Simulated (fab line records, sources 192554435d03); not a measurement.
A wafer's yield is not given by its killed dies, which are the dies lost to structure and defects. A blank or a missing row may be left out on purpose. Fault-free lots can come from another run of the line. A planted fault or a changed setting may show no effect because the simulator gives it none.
Comparing a struck lot with a sound one -- flow n5Finfet -- 16 steps out of a route of 1938
Sound: wafers L885.4, L885.5, L885.6. The struck wafers were L882.1, L882.3, L882.6. The cause is named last.
At each step with rows: each side's tool, then ch and its chambers, then its first start. Under that, the readings that differ: sound wafers -- struck wafers -- difference of the means -- sigmas: that difference in standard deviations of wafers without a fault.
alike: words and numbers the same on both sides, and readings whose means are apart by under 2 such deviations; not compared: readings that were withheld, readings missing a value for some wafer, numbers with overlapping values and no deviation given by the record, and bounds like >300 which may hide the same value.
A row with sigmas, a row that says differs or no value, or rows on one side alone: a step with any of these is where the two part. Numbers that don't overlap but have no deviation are shown without sigmas and don't part them. A reading that every wafer of one side lacks parts them only if that side has two wafers or more.

first, 8 steps without rows for these wafers: N5_HKMG_FIN_COAT_29 (time 60 s, resist thk 300 nm); N5_HKMG_FIN_COAT_30 (time 60 s, resist thk 35 nm); N5_HKMG_FIN_COAT_06 (resist thk 90 nm); N5_HKMG_FIN_EBR_08; N5_HKMG_FIN_SOFTBAKE_07 (time 60 s); N5_HKMG_FIN_EXPOSE_09 (exposes mask NWFM); N5_HKMG_FIN_PEB_10 (peb time 60 s); N5_HKMG_FIN_DEVELOP_11 (develop time 30 s).
N5_HKMG_FIN_CD_MEAS_12: target cd 92.8 nm.
  sound on cdSem-01 ch 0, day 8 02:20; struck on cdSem-01 ch 0, day 7 11:02
  alike: cdNm
N5_HKMG_FIN_OVL_MEAS_13:
  sound on overlay-01 ch 0, day 8 02:22; struck on overlay-01 ch 0, day 7 11:04
  alike: NWFM_OVL
N5_HKMG_FIN_INSPECT_14: inspects for defects (macro).
  struck on defectInspect-01, day 7 11:06; sound on defectInspect-01, day 8 02:23
  alike: rawDefectCount
N5_HKMG_FIN_DESCUM_17: chemistry O2, time 7.9 s.
  sound on rieDiel-05 ch 0,2,3, day 8 02:42; struck on rieDiel-06 ch 0,1,3, day 7 11:17
  alike: drypumpMotorCurrentA, oesProductAu, rfVppV, showerheadPlenumPTorr, throttleValvePct
  not compared: rfHoursCounterH
N5_HKMG_FIN_ETCH_31: etches SiARC in CF4, target depth 45.5 nm, time 75.8 s.
  sound on rieDiel-05 ch 0,2,3, day 8 02:44; struck on rieDiel-06 ch 0,1,3, day 7 11:19
  no value came back on the struck wafers for any of 8 readings (biasW (W), cf4FlowSccm (sccm) and others); on the sound wafers biasW (W) reads 36.03 35.95 35.87
reading,sound,struck,difference,sigmas
model.CAR-ArF_of_HKMG_FIN_COAT_06.thkNm (nm),50.6 50.6 50.8,83.6 83.6 84,+33.1,
  not compared: rfHoursCounterH
N5_HKMG_FIN_ETCH_32: etches SOC in N2/H2, target depth 240 nm, time 300 s.
  sound on rieDiel-05 ch 0,2,3, day 8 02:47; struck on rieDiel-06 ch 0,1,3, day 7 11:22
  alike: biasW, chamberPressureMTorr, drypumpMotorCurrentA, oesProductAu, rfVppV, showerheadPlenumPTorr, throttleValvePct
  not compared: rfHoursCounterH
N5_BEOL_M4_RC_MEAS_101:
  the record has rows for the sound wafers here (prober-02 ch 0, day 11 23:10) and none for the struck ones
-- the record jumps here: 9 days lie between the struck wafers' starts before and after (it left off in module BEOL_M4 and takes up again in module PASSIVATION, whose first step shown is number 1936 of the route) --
N5_PASSIVATION_PROBE_49:
  struck on prober-01, day 16 13:55; sound on prober-02, day 16 23:28
reading,sound,struck,difference,sigmas
defectLimitedYield (%),90.9 90.4 93.0,0 0 0,-91,-65
killedAtFrontEnd,31 43 26,1137 1107 1124,+1089,+99 or more
killedDies,107 113 83,1180 1180 1180,+1079,+63
killedOnRim,14 20 7,152 152 152,+138,+33
sort_bin_5_function (%),5.2 6.2 3.5,96.5 96.4 96.0,+91.3,+93
sortNPass,1073 1066 1097,0 0 0,-1079,-51
sortYieldPct (%),90.9 90.3 93.0,0 0 0,-91,-54
  alike: killed_at_M0_to_M3, killed_at_M4_up, killedAtContacts, killedAtOther, killedOpen, killedShort, sort_bin_4_leakage, sort_bin_6_memory, sort_bin_8_speed

== WHERE THEY PART ==
Earliest at N5_HKMG_FIN_ETCH_31; latest, in this record, at N5_PASSIVATION_PROBE_49.

WHY: what had been put in by the simulator
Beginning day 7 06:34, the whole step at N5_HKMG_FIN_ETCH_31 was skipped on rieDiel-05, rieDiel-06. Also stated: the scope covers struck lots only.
